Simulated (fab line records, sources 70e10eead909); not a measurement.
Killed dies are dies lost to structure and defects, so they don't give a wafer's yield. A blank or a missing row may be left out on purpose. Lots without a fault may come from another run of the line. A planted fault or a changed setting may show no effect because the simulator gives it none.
fab line records | flow nand_harc
record lots=13 wafers=36 last_day=24
route steps=1159 shown A_CONTACT@921 END@1159
lots that met no fault: from a run of the same line without faults
start_h: hours from the record's first day to the start of the lot's first wafer shown | wait_h: hours since the lot's step before | " the same as in the row above | L1.1+2: a row that stands for several wafers | - no value, or no start given | * or withheld: withheld | < > ~ a bound
route shown NAME@n: a module of which the file shows steps, and the number in the route of the first | usual: mean/standard deviation of fault-free wafers | same: alike in all rows | chamber/n: place in a boat | sites: the reading at each site | _std_site: their standard deviation | _edge_site: outer sites' mean less inner sites' | radius_mm: how far each site lies from the wafer's centre | mask NAME#n: copy n | behind: the tool/chamber that last shaped the wafer | hold: why the lot was held/for how many hours/how that ended | device: the transistor (n, p or np) that didn't switch | end of line: the same wafers' tests at the end of the route | a step without rows: its recipe alone | killed: dies lost to structure and defects at the first sort, not the wafer's yield | map: a wafer's dies, x killed, . not, _ none there
set.NAME: the setting as run; set.NAME@STEP: as run at that earlier step | model.NAME: the simulator's own value behind a step, which no gauge read
steps of the route over a sample of lots; a table a step, a row a wafer
services: from which hour (start_h, from the record's first day; less than 0 if before it) a tool's chamber was out of use, for how many hours, and why
## steps
# step NHARC_A_CONTACT_STRIP_82
# recipe o2_flow_sccm=500 ar_flow_sccm=0 bias_w=0 chemistry=O2
# usual chamber_pressure_mTorr=60.00/0.055 drypump_motor_current_A=5.8/0.43 mfc_ar_sccm=0.009/0.011 oes_product_au=1.001/0.011 rf_vpp_V=58.1/0.85 showerhead_plenum_p_Torr=3.64/0.11 throttle_valve_pct=17.037/0.0092
# columns lot.wafer tool chamber start_h wait_h chamber_pressure_mTorr drypump_motor_current_A mfc_ar_sccm oes_product_au rf_hours_counter_h rf_vpp_V showerhead_plenum_p_Torr throttle_valve_pct
L158.4 rie_diel-09 1 - - 59.99 6.2 0.015 0.999 20 57.5 3.70 17.038
L158.1 " 2 " " 60.02 5.9 0.009 1.007 23 59.5 3.75 17.036
L158.5 " 1 " " 60.01 6.2 0.015 1.010 - 59.4 3.70 17.036
L163.3 rie_diel-09 3 - - 59.98 5.1 0.020 1.002 31 58.2 3.65 17.046
L163.5 " 0 " " 59.91 5.5 0 1.011 - 57.0 3.44 17.042
L166.3 rie_diel-09 2 - - 60.08 5.9 0.009 0.986 32 59.0 3.74 17.036
L166.5 " 0 " " 60.04 5.5 0 1.003 - 57.2 3.44 17.026
L169.1 rie_diel-02 1 - - 60.05 6.7 0.001 1.001 44 56.9 3.64 17.036
L169.3 " 2 " " 60.02 6.3 0 0.996 47 57.0 3.57 17.032
L171.3 rie_diel-09 3 - - 60.01 5.2 0.020 0.998 3 58.7 3.64 17.028
L171.4 " 0 " " 59.90 5.5 0 0.999 4 58.1 3.44 17.026
L171.5 " 3 " " 60.08 5.1 0.020 0.987 - 58.8 3.64 17.047
L170.4 rie_diel-09 1 - - 59.96 6.3 0.015 1.000 5 58.8 3.69 17.034
L170.1 " 2 " " 59.91 5.9 0.009 0.998 4 59.1 3.74 17.040
L170.6 " 1 " " 59.91 6.2 0.015 1.006 - 57.5 3.69 17.039
L174.3 rie_diel-07 1 - - 60.07 5.5 0.042 1.010 18 57.7 3.46 17.048
L174.1 " 3 " " 59.99 5.5 0 0.998 23 57.7 3.64 17.031
L174.6 " 0 " " 60.08 6.3 0.030 0.996 - 58.4 3.64 17.039
L175.3 rie_diel-07 3 - - 60.05 5.5 0 1.015 27 58.5 3.64 17.042
L175.1 " 2 " " 59.98 6.0 0 1.011 26 58.6 3.72 17.043
L175.4 " 1 " " 59.98 5.4 0.042 1.021 - 58.6 3.46 17.044
L176.1 rie_diel-07 2 - - 60.04 6.0 0 1.015 27 59.5 3.72 17.044
L176.3 " 1 " " 60.03 5.5 0.042 1.021 22 58.8 3.46 17.039
L176.6 " 1 " " 59.96 5.4 0.042 1.025 - 57.4 3.46 17.029
L177.2 rie_diel-09 3 - - 60.06 5.1 0.020 0.999 10 57.7 3.64 17.046
L177.4 " 0 " " 60.06 5.5 0 0.994 11 56.9 3.44 17.040
L177.5 " 1 " " 59.98 6.3 0.015 1.001 - 58.6 3.69 17.040
L178.3 rie_diel-09 2 - - 59.98 5.9 0.009 1.002 12 58.1 3.73 17.051
L178.1 " 0 " " 60.04 5.5 0 1.002 13 56.2 3.43 17.038
L178.5 " 2 " " 59.96 5.8 0.009 0.994 - 56.9 3.74 17.051
L180.1 rie_diel-09 0 - - 60.01 5.5 0 1.003 15 58.0 3.43 17.021
L180.6 " 1 " " 60.00 6.2 0.015 0.994 - 58.5 3.69 17.038
L180.5 " 2 " " 60.02 5.9 0.009 0.997 - 57.2 3.73 17.053
L179.3 rie_diel-09 2 - - 60.08 5.9 0.009 1.005 15 57.3 3.73 17.033
L179.2 " 0 " " 60.00 5.5 0 1.009 16 59.0 3.43 17.054
L179.1 " 1 " " 60.08 6.2 0.015 1.001 16 57.8 3.69 17.038
# step NHARC_A_CONTACT_ETCH_136
# recipe source_w=withheld pressure_mtorr=20 bias_v=3000 time_s=132 target_depth_a=12870 ar_flow_sccm=withheld c4f8_flow_sccm=withheld o2_flow_sccm=withheld chemistry=C4F8/O2/Ar
# usual chamber_pressure_mTorr=19.998/0.017
# columns lot.wafer tool chamber start_h wait_h chamber_pressure_mTorr rf_hours_counter_h
L158.1 har_cap_etch-01 0 386.88 0.1 20.003 58
L158.4 " 1 " " 20.000 -
L158.5 " 0 " " 19.980 -
L163.3 har_cap_etch-02 0 418.40 0.1 19.987 -
L163.5 " 1 " " 19.988 -
L166.3 har_cap_etch-03 0 429.81 0.1 19.992 -
L166.5 " 0 " " 19.984 -
L169.1 har_cap_etch-03 0 442.65 0.1 20.034 94
L169.3 " 1 " " 19.990 -
L171.4 har_cap_etch-03 0 459.86 0.1 20.012 -
L171.3 " 1 " " 20.018 -
L171.5 " 1 " " 20.024 -
L170.1 har_cap_etch-03 1 463.06 0.1 20.008 99
L170.4 " 0 " " 19.966 -
L170.6 " 0 " " 20.014 -
L174.1 har_cap_etch-02 0 477.30 0.1 19.991 27
L174.3 " 1 " " 20.014 -
L174.6 " 1 " " 20.006 -
L175.1 har_cap_etch-03 1 491.99 0.1 19.985 104
L175.3 " 0 " " 19.986 -
L175.4 " 1 " " 20.051 -
L176.1 har_cap_etch-02 0 493.94 0.1 20.014 29
L176.3 " 0 " " 19.989 -
L176.6 " 1 " " 19.995 -
L177.2 har_cap_etch-03 1 497.61 0.1 19.994 104
L177.4 " 1 " " 19.992 -
L177.5 " 1 " " 19.951 -
L178.1 har_cap_etch-01 0 509.01 0.1 20.007 80
L178.3 " 1 " " 19.985 -
L178.5 " 1 " " 20.021 -
L180.1 har_cap_etch-02 0 513.74 0.1 19.990 32
L180.5 " 0 " " 19.983 -
L180.6 " 1 " " 20.002 -
L179.1 har_cap_etch-02 0 518.81 0.1 20.001 33
L179.2 " 1 " " 20.000 33
L179.3 " 0 " " 20.047 -
# step NHARC_A_CONTACT_ETCH_138
# recipe source_w=withheld pressure_mtorr=20 bias_v=3000 time_s=132 target_depth_a=12890 ar_flow_sccm=withheld c4f8_flow_sccm=withheld o2_flow_sccm=withheld chemistry=C4F8/O2/Ar
# usual chamber_pressure_mTorr=19.999/0.018
# columns lot.wafer tool chamber start_h wait_h chamber_pressure_mTorr rf_hours_counter_h
L158.1 har_cap_etch-01 0 387.13 0.1 19.992 58
L158.4 " 1 " " 19.980 -
L158.5 " 0 " " 19.966 -
L163.3 har_cap_etch-02 0 418.64 0.1 20.026 -
L163.5 " 1 " " 20.000 -
L166.3 har_cap_etch-03 0 430.06 0.1 20.012 -
L166.5 " 0 " " 19.999 -
L169.1 har_cap_etch-03 0 442.90 0.1 19.974 95
L169.3 " 1 " " 20.018 -
L171.4 har_cap_etch-03 0 460.10 0.1 20.001 -
L171.3 " 1 " " 20.003 -
L171.5 " 1 " " 20.018 -
L170.1 har_cap_etch-03 1 463.31 0.1 20.018 99
L170.4 " 0 " " 20.003 -
L170.6 " 0 " " 20.005 -
L174.1 har_cap_etch-02 0 477.55 0.1 19.976 27
L174.3 " 1 " " 20.014 -
L174.6 " 1 " " 19.984 -
L175.1 har_cap_etch-03 1 492.24 0.1 19.996 104
L175.3 " 0 " " 19.995 -
L175.4 " 1 " " 20.025 -
L176.1 har_cap_etch-02 0 494.19 0.1 20.006 29
L176.3 " 0 " " 20.004 -
L176.6 " 1 " " 19.989 -
L177.2 har_cap_etch-03 1 497.86 0.1 19.984 105
L177.4 " 1 " " 19.990 -
L177.5 " 1 " " 19.990 -
L178.1 har_cap_etch-01 0 509.26 0.1 20.011 80
L178.3 " 1 " " 19.964 -
L178.5 " 1 " " 19.991 -
L180.1 har_cap_etch-02 0 513.99 0.1 20.006 33
L180.5 " 0 " " 20.008 -
L180.6 " 1 " " 19.998 -
L179.1 har_cap_etch-02 0 519.06 0.1 20.003 33
L179.2 " 1 " " 19.959 33
L179.3 " 0 " " 20.006 -
# step NHARC_A_CONTACT_ALD_18
# recipe target_thk_a=30 pulse_time_s=1 ald_cycles=150 temp_c=450 material=TiN
# usual ald_cycles=150/0 heater_power_w=1187/110 precursor_pulse_height_rel=0.998/0.021 susceptor_temp_C=449.97/0.21
# columns lot.wafer tool chamber start_h wait_h ald_cycles heater_power_w precursor_pulse_height_rel susceptor_temp_C
L158.4 ald_metal-01 2 389.27 - 150 1120 0.963 450.20
L158.1 " 0 " " 150 1356 1.037 449.71
L158.5 " 1 " " 150 1262 1.007 449.98
L163.3 ald_metal-01 1 420.52 - 68 1233 1.000 -
L163.5 " 2 " " 150 1122 0.971 -
L166.3 ald_metal-01 1 431.83 - 68 1260 0.996 450.12
L166.5 " 3 " " 150 931 1.017 450.00
L169.1 ald_metal-01 2 444.58 - 68 1116 0.999 -
L169.3 " 3 " " 68 943 1.004 -
L171.3 ald_metal-03 3 461.80 - 150 1307 1.014 450.38
L171.5 " 0 " " 150 1265 0.998 449.79
L171.4 " 2 " " 150 1121 0.964 449.98
L170.4 ald_metal-02 2 465.10 - 150 1288 1.052 449.84
L170.1 " 3 " " 150 1093 0.997 450.36
L170.6 " 1 " " 150 1200 1.035 450.05
L174.1 ald_metal-03 3 479.32 - 150 1279 0.988 -
L174.3 " 0 " " 150 1251 0.984 -
L174.6 " 2 " " 150 1142 1.020 -
L175.1 ald_metal-02 2 494.16 - 150 1248 1.021 449.97
L175.3 " 3 " " 150 1078 1.004 450.02
L175.4 " 0 " " 150 1137 0.975 449.60
L176.3 ald_metal-03 2 495.98 - 150 1130 1.006 449.59
L176.1 " 0 " " 150 1275 1.005 449.69
L176.6 " 3 " " 150 1298 1.004 450.09
L177.4 ald_metal-01 2 499.67 - 150 1150 0.999 450.08
L177.2 " 3 " " 150 923 1.001 450.18
L177.5 " 0 " " 150 1366 0.992 449.77
L178.1 ald_metal-03 1 510.99 - 150 1240 0.946 449.79
L178.3 " 3 " " 150 1196 1.033 449.88
L178.5 " 1 " " 150 1222 0.993 450.17
L180.1 ald_metal-01 2 515.73 - 150 1150 0.977 449.81
L180.5 " 3 " " 150 953 1.005 449.96
L180.6 " 0 " " 150 1382 0.986 450.02
L179.1 ald_metal-02 0 520.74 - 150 1114 0.945 450.00
L179.3 " 1 " " 150 1187 0.990 449.92
L179.2 " 2 " " 150 1294 0.984 449.71
# step NHARC_END_SORT_01
# recipe temp_c=25
# usual killed_at_array=26/9 killed_at_other=0.8/1.2 killed_at_periphery=3.2/2.3 killed_dies=30/9.1 killed_open=3.5/2 killed_short=1.8/1.4
# same gross_dies=677
# columns lot.wafer tool chamber start_h wait_h killed_at_array killed_at_other killed_at_periphery killed_dies killed_open killed_short
L163.3 prober-01 0 472.17 3.1 669 4 4 677 4 3
L163.5 prober-01 0 473.77 3.7 25 1 1 27 2 2
L166.3 prober-02 0 483.00 3.1 675 0 2 677 3 2
L166.5 prober-02 0 484.60 3.7 25 0 5 30 3 2
L169.1 prober-02 0 491.37 2.5 675 1 1 677 4 0
L169.3 prober-02 0 492.97 3.1 675 0 2 677 3 2
# killed by level:class
L163.3 A_CONTACT:area_ald=651 A_CHANNEL_HOLE_D1:chamber_film_flake=8 THIN_TSV:chamber_film_flake=4 A_CHANNEL_FILL_D1:chamber_film_flake=3 A_CONTACT:chamber_film_flake=3 P_STI:geometric_particle:short=1 P_GATE:geometric_particle:short=1 P_CONTACT:geometric_particle:open=1
L163.5 A_CHANNEL_HOLE_D1:chamber_film_flake=14 A_STAIRCASE:chamber_film_flake=2 A_SLIT:chamber_film_flake=2 A_CONTACT:chamber_film_flake=2 P_CONTACT:geometric_particle:open=1 A_SOURCE_PLATE:geometric_particle:short=1 A_CONTACT:geometric_particle:open=1 A_BLC:geometric_particle:short=1
L166.3 A_CONTACT:area_ald=652 A_SLIT:chamber_film_flake=12 A_STAIRCASE:chamber_film_flake=4 P_M2:chamber_film_flake=2 A_CONTACT:chamber_film_flake=2 A_CHANNEL_FILL_D1:geometric_particle:short=1 A_SGD_CUT:geometric_particle:open=1 A_BLC:geometric_particle:open=1
L166.5 A_SLIT:chamber_film_flake=10 A_CONTACT:chamber_film_flake=5 A_STAIRCASE:chamber_film_flake=4 P_M2:chamber_film_flake=3 A_WL_FILL:geometric_particle:short=2 P_ZERO_WELL:chamber_film_flake=2 A_SOURCE_PLATE:geometric_particle:open=1 A_SGD_CUT:geometric_particle:open=1
L169.1 A_CONTACT:area_ald=636 A_CHANNEL_HOLE_D1:chamber_film_flake=22 A_CONTACT:chamber_film_flake=5 A_STAIRCASE:chamber_film_flake=4 A_WL_FILL:chamber_film_flake=3 A_CONTACT:geometric_particle:open=2 A_SOURCE_PLATE:geometric_particle:open=1 A_WL_FILL:geometric_particle:open=1
L169.3 A_CONTACT:area_ald=650 A_CHANNEL_HOLE_D1:chamber_film_flake=13 A_CONTACT:chamber_film_flake=4 A_CHANNEL_FILL_D1:chamber_film_flake=2 P_M0:geometric_particle:open=1 P_M1:geometric_particle:open=1 A_ONON_D1:geometric_particle:open=1 A_CHANNEL_FILL_D1:geometric_particle:short=1
## services
# columns tool chamber start_h hours kind
rie_diel-09 0 361.22 - clean
rie_diel-09 1 361.22 - clean
rie_diel-09 2 361.22 - clean
rie_diel-09 3 361.22 - clean
ald_metal-02 - 364.00 10.0 pm
ald_metal-01 2 375.25 11.9 repair
rie_diel-09 0 385.89 - clean
rie_diel-09 1 385.89 - clean
rie_diel-07 - 396.21 0.8 repair
ald_metal-02 0 400.42 4.5 repair
rie_diel-07 - 405.23 9.0 pm
ald_metal-03 1 413.98 6.7 repair
ald_metal-03 - 425.14 1.0 repair
rie_diel-09 - 431.10 9.0 pm
rie_diel-07 1 445.64 11.8 repair
ald_metal-03 1 449.47 19.0 repair
rie_diel-07 2 472.43 2.0 repair
rie_diel-07 1 475.59 4.5 repair
rie_diel-07 0 483.49 29.7 repair
har_cap_etch-02 - 484.75 1.8 repair
ald_metal-03 - 500.00 10.0 pm
rie_diel-07 3 501.47 9.7 repair
rie_diel-02 - 504.76 9.0 pm
har_cap_etch-01 - 518.75 0.1 repair
## key
first_sign step=NHARC_A_CONTACT_ALD_18 reading=ald_cycles direction=down sigmas=99+ usual=150 struck=68
effect step=NHARC_END_SORT_01 reading=killed_at_array direction=up sigmas=72 usual=26 struck=674
more_kills_born_at NHARC_A_CONTACT_ALD_18@ald_metal-01=2589
met_at NHARC_A_CONTACT_ALD_18
struck_lots L163,L166,L169
struck_wafers L163.3,L166.3,L169.1,L169.3
later_rows_left_out L163.3,L166.3,L169.1,L169.3
tester_left_out L163,L166,L169
not_acting_at NHARC_A_CONTACT_STRIP_82,NHARC_A_CONTACT_ETCH_136,NHARC_A_CONTACT_ETCH_138
onset_between 389.27 420.52
fault kind=process_parameter_drift tool=ald_metal-01 chamber=- onset_h=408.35 steps=NHARC_A_CONTACT_ALD_18 channel=ald_cycles offset=-82 shape=step end_h=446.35 scope=struck_wafers_only acts_in=these_recipes_only stated=150
# tester_left_out: of these lots the tester's yield and bins aren't shown, on N5 and GAA mostly nor the transistor test; their killed dies are dies lost to structure and defects alone, not to doping, threshold or leakage, so they don't give the yield
# later_rows_left_out: the simulator's readings of these wafers behind a module that went badly wrong aren't trusted and aren't shown, but for the sort
